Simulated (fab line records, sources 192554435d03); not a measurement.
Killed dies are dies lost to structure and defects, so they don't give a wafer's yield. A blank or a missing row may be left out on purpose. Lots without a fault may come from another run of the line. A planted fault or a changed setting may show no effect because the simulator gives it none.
Which tool did it? | flow n5_finfet | 7 lots, 21 wafers sampled, at 9 steps of a route of 1938

WHAT THE GAUGES READ, wafer by wafer
N5_DUMMY_GATE_INSPECT_27: inspects for defects (brightfield).
lot  | measured    | on                | raw_defect_count
L690 | day 3 20:37 | defect_inspect-02 | 442 305 388
L691 | day 4 03:57 | defect_inspect-01 | 255 210 374
L693 | day 4 12:11 | defect_inspect-02 | 1242 1373 1224
L694 | day 4 20:13 | defect_inspect-02 | 1228 1329 1328
L697 | day 5 12:57 | defect_inspect-01 | 320 398 275
L705 | day 7 14:01 | defect_inspect-01 | 329 327 382
L707 | day 8 00:49 | defect_inspect-02 | 290 349 292

N5_SPACER0_INSPECT_04: inspects for defects (darkfield).
lot  | measured    | on                | raw_defect_count
L690 | day 3 21:13 | defect_inspect-01 | 183 143 161
L691 | day 4 05:26 | defect_inspect-01 | 110 122 202
L693 | day 4 12:47 | defect_inspect-02 | 1112 1136 1127
L694 | day 4 21:44 | defect_inspect-02 | 1083 1212 1167
L697 | day 5 13:34 | defect_inspect-02 | 192 208 127
L705 | day 7 14:37 | defect_inspect-02 | 128 150 155
L707 | day 8 01:25 | defect_inspect-02 | 202 234 170

N5_SD_EPI_N_INSPECT_11: inspects for defects (macro).
lot  | measured    | on                | raw_defect_count
L690 | day 3 21:40 | defect_inspect-01 | 3 5 2
L691 | day 4 05:53 | defect_inspect-01 | 1 1 1
L693 | day 4 13:15 | defect_inspect-01 | >300 >300 >300
L694 | day 4 22:11 | defect_inspect-02 | >300 >300 >300
L697 | day 5 13:53 | defect_inspect-01 | 2 0 1
L705 | day 7 14:57 | defect_inspect-02 | 1 1 5
L707 | day 8 01:52 | defect_inspect-02 | 1 1 3

N5_SD_EPI_N_INSPECT_26: inspects for defects (darkfield).
lot  | measured    | on                | raw_defect_count
L690 | day 4 03:22 | defect_inspect-02 | 264 270 252
L691 | day 4 12:55 | defect_inspect-01 | 183 177 300
L693 | day 4 20:23 | defect_inspect-02 | 1143 1190 1161
L694 | day 5 03:03 | defect_inspect-01 | 1157 1271 1294
L697 | day 5 17:52 | defect_inspect-02 | 293 269 211
L705 | day 7 19:38 | defect_inspect-01 | 169 211 253
L707 | day 8 06:45 | defect_inspect-01 | 261 290 257

N5_BEOL_M4_RC_MEAS_101.
lot  | measured     | on        | DIBL_N (mV/V)  | DIBL_P (mV/V)  | IOFF_N (nA/um)    | IOFF_P (nA/um)    | ION_N (uA/um) | ION_P (uA/um) | SS_N (mV/dec)  | SS_P (mV/dec)  | VT_N (mV)         | VT_P (mV)
L690 | day 9 08:19  | prober-01 | 37.3 35.1 38.7 | 37.6 34.8 39.2 | 0.186 0.148 0.218 | 0.275 0.214 0.307 | 672 670 690   | 470 469 478   | 72.6 71.1 73.0 | 73.6 72.8 73.3 | 245.2 250.7 246.7 | -245.2 -248.0 -243.2
L691 | day 9 11:50  | prober-02 | 35.4 35.8 35.4 | 35.4 35.4 35.4 | 0.143 0.147 0.144 | 0.196 0.200 0.190 | 674 677 669   | 466 456 460   | 71.4 70.9 71.3 | 72.8 72.8 72.3 | 250.7 249.8 251.7 | -251.0 -250.4 -251.9
L693 | day 10 07:00 | prober-01 | 36.8 36.9 35.7 | 37.2 35.8 35.7 | 0.170 0.168 0.149 | 0.235 0.222 0.217 | 681 685 671   | 470 469 467   | 72.2 70.7 71.8 | 73.8 73.4 73.9 | 248.3 248.3 252.0 | -249.1 -250.4 -249.9
L694 | day 10 09:09 | prober-01 | 37.4 37.9 38.0 | 38.0 38.7 39.7 | 0.171 0.185 0.196 | 0.221 0.240 0.259 | 674 677 682   | 466 466 477   | 72.1 70.7 72.0 | 74.5 74.4 74.4 | 248.5 249.1 246.2 | -248.4 -250.1 -249.4
L697 | day 10 20:38 | prober-01 | 35.1 35.7 35.5 | 34.6 35.3 34.3 | 0.125 0.141 0.130 | 0.201 0.216 0.203 | 666 670 668   | 466 462 463   | 70.8 71.6 71.7 | 72.6 73.7 73.0 | 253.6 248.8 253.1 | -245.9 -247.0 -245.9
L705 | day 13 16:50 | prober-02 | 34.6 36.1 35.8 | 34.6 35.9 36.2 | 0.142 0.158 0.146 | 0.180 0.198 0.207 | 679 679 666   | 461 460 456   | 70.4 71.5 71.8 | 72.8 73.5 73.4 | 248.7 250.2 252.1 | -251.5 -250.3 -248.1
L707 | day 13 21:12 | prober-01 | 35.8 32.8 34.9 | 38.0 34.6 37.1 | 0.168 0.121 0.152 | 0.216 0.176 0.203 | 673 669 685   | 462 460 474   | 71.5 71.3 71.5 | 73.4 72.8 73.5 | 249.3 251.3 252.4 | -252.6 -253.5 -249.4

WHICH TOOL RAN EACH LOT (tool, then ch and the chambers of the sampled wafers, then the start)
lot  | N5_DUMMY_GATE_ETCH_36             | N5_DUMMY_GATE_STRIP_41            | N5_DUMMY_GATE_ETCH_42             | N5_DUMMY_GATE_PRECLEAN_33
L690 | rie_diel-01 ch 0,1,3, day 3 19:34 | rie_diel-02 ch 1,2,3, day 3 19:55 | rie_diel-01 ch 0,2,3, day 3 20:22 | wet_bench-03 ch 3,4,5, day 3 20:30
L691 | rie_diel-02 ch 0,1,2, day 4 02:50 | rie_diel-02 ch 0,2, day 4 03:16   | rie_diel-04 ch 1,2, day 4 03:43   | wet_bench-03 ch 0,2,4, day 4 03:51
L693 | rie_diel-01 ch 0,2,3, day 4 11:08 | rie_diel-04 ch 0,1,3, day 4 11:30 | rie_diel-02 ch 0,1,3, day 4 11:57 | wet_bench-03 ch 3,5,7, day 4 12:05
L694 | rie_diel-01 ch 0,3, day 4 19:10   | rie_diel-04 ch 0,1, day 4 19:32   | rie_diel-02 ch 0,3, day 4 19:59   | wet_bench-03 ch 1,2,6, day 4 20:07
L697 | rie_diel-04 ch 0,2, day 5 11:47   | rie_diel-01 ch 1,2, day 5 12:10   | rie_diel-04 ch 1,2,3, day 5 12:43 | wet_bench-06 ch 0,1,7, day 5 12:51
L705 | rie_diel-02 ch 0,2,3, day 7 12:47 | rie_diel-04 ch 1,2,3, day 7 13:16 | rie_diel-02 ch 0,1,2, day 7 13:46 | wet_bench-06 ch 0,6,7, day 7 13:55
L707 | rie_diel-01 ch 1,2, day 7 23:35   | rie_diel-01 ch 2,3, day 8 00:08   | rie_diel-04 ch 0,2, day 8 00:34   | wet_bench-01 ch 0,1,2, day 8 00:42
- N5_DUMMY_GATE_ETCH_36: etches SiARC in CF4, target depth 13 nm.
- N5_DUMMY_GATE_STRIP_41: strips in O2.
- N5_DUMMY_GATE_ETCH_42: etches SiO2 in CHF3/O2, target depth 3.5 nm, time 31 s.
- N5_DUMMY_GATE_PRECLEAN_33: cleans in dHF, time 10 s.

WHAT THE TOOLS THEMSELVES READ (means of the sampled wafers that have a number; where no wafer has one, the mark that the record gives instead)
N5_DUMMY_GATE_ETCH_36.
lot  | tool        | bias_w (W) | chamber_pressure_mTorr (mTorr) | drypump_motor_current_A (A) | oes_product_au (a.u.) | rf_vpp_V (V) | showerhead_plenum_p_Torr (Torr) | throttle_valve_pct (%)
L690 | rie_diel-01 | 36.01      | 40.00                          | 5.7                         | 0.78                  | 184.0        | 2.15                            | 15.57
L691 | rie_diel-02 | 35.95      | 39.99                          | 5.8                         | 0.74                  | 183.6        | 2.10                            | 15.65
L693 | rie_diel-01 | 35.92      | 40.00                          | 5.5                         | 0.84                  | 183.8        | 2.14                            | 15.33
L694 | rie_diel-01 | 36.02      | 39.99                          | 5.7                         | 0.82                  | 184.4        | 2.16                            | 15.34
L697 | rie_diel-04 | 35.98      | 40.01                          | 5.3                         | 0.78                  | 185.0        | 2.23                            | 15.61
L705 | rie_diel-02 | 35.98      | 39.98                          | 5.9                         | 0.73                  | 184.2        | 2.15                            | 15.66
L707 | rie_diel-01 | 35.90      | 40.01                          | 5.6                         | 0.78                  | 182.8        | 2.12                            | 15.73

N5_DUMMY_GATE_STRIP_41.
lot  | tool        | chamber_pressure_mTorr (mTorr) | drypump_motor_current_A (A) | oes_product_au (a.u.) | rf_vpp_V (V) | showerhead_plenum_p_Torr (Torr) | throttle_valve_pct (%)
L690 | rie_diel-02 | 29.986                         | 5.9                         | 0.73                  | 3.9          | 2.05                            | 16.69
L691 | rie_diel-02 | 29.985                         | 5.9                         | 0.76                  | 3.6          | 2.06                            | 16.59
L693 | rie_diel-04 | 30.010                         | 5.1                         | 0.77                  | 3.2          | 2.07                            | 16.66
L694 | rie_diel-04 | 29.984                         | 5.0                         | 0.79                  | 4.1          | 2.13                            | 16.68
L697 | rie_diel-01 | 30.019                         | 5.5                         | 0.85                  | 4.0          | 2.06                            | 16.43
L705 | rie_diel-04 | 29.998                         | 5.3                         | 0.77                  | 3.3          | 2.07                            | 16.68
L707 | rie_diel-01 | 30.033                         | 5.3                         | 0.80                  | 3.5          | 2.05                            | 16.39

N5_DUMMY_GATE_ETCH_42.
lot  | tool        | O2_flow_sccm (sccm) | bias_w (W) | chamber_pressure_mTorr (mTorr) | drypump_motor_current_A (A) | oes_product_au (a.u.) | rf_vpp_V (V) | showerhead_plenum_p_Torr (Torr) | throttle_valve_pct (%)
L690 | rie_diel-01 | 5.005               | 11.99      | 30.00                          | 5.5                         | 0.84                  | 43.2         | 2.41                            | 18.48
L691 | rie_diel-04 | 4.987               | 11.96      | 30.05                          | 5.3                         | 0.87                  | 42.2         | 2.41                            | 18.80
L693 | rie_diel-02 | 4.985               | 12.02      | 29.98                          | 5.8                         | 0.71                  | 42.5         | 2.43                            | 18.89
L694 | rie_diel-02 | 4.990               | 12.01      | 29.98                          | 5.8                         | 0.73                  | 42.1         | 2.50                            | 18.89
L697 | rie_diel-04 | 4.994               | 11.99      | 29.99                          | 5.3                         | 0.78                  | 42.1         | 2.38                            | 18.76
L705 | rie_diel-02 | 4.996               | 12.04      | 29.97                          | 5.8                         | 0.81                  | 42.3         | 2.46                            | 18.76
L707 | rie_diel-04 | 4.990               | 12.02      | 30.02                          | 5.1                         | 0.75                  | 42.1         | 2.49                            | 18.75

THE ANSWER, worked out from the rows above alone
Rule: what is usual is taken from the lots themselves. Put in order of their means at a reading, lots are off if they are a third of the lots or fewer, leave a main group of 4 or more, and stand apart from it by a gap of 3 or more times the standard deviation of the main group's means; of several such gaps the widest counts. A main group whose means are all the same, to the digits that the tables above print for the reading, isn't used. A lot without any number at a reading at which 4 lots or more have one is off too. The other lots that the step has rows for count as sound. The gauges are gone through in route order, then the tools' own readings, and for those a lot's mean is taken as printed above. The first step at which some lot is off is used, and at that step the reading that is off furthest; a lot without a number counts as furthest.
Off: L693, L694, at N5_DUMMY_GATE_INSPECT_27 (raw_defect_count). The main group: mean 329, standard deviation 33.
A tool fits if, at a process step before that reading, it ran every lot that is off, and no sound lot after the first of them. The gauges at N5_DUMMY_GATE_INSPECT_27 aren't tried: what is off there is off at N5_DUMMY_GATE_ETCH_36 too, on other tools, and a gauge's error can't cause that. One fits: wet_bench-03 at N5_DUMMY_GATE_PRECLEAN_33. Its last sound lot is L691 (day 4 03:51), its first lot that is off L693 (day 4 12:05): a fault that began between those two fits.

WHAT THE SIMULATOR HAD PUT IN
Chamber particle source: wet_bench-03, from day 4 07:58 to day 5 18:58, at N5_DUMMY_GATE_PRECLEAN_33. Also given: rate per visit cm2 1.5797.
Lots struck among those shown: L693, L694. The rule above found the same.
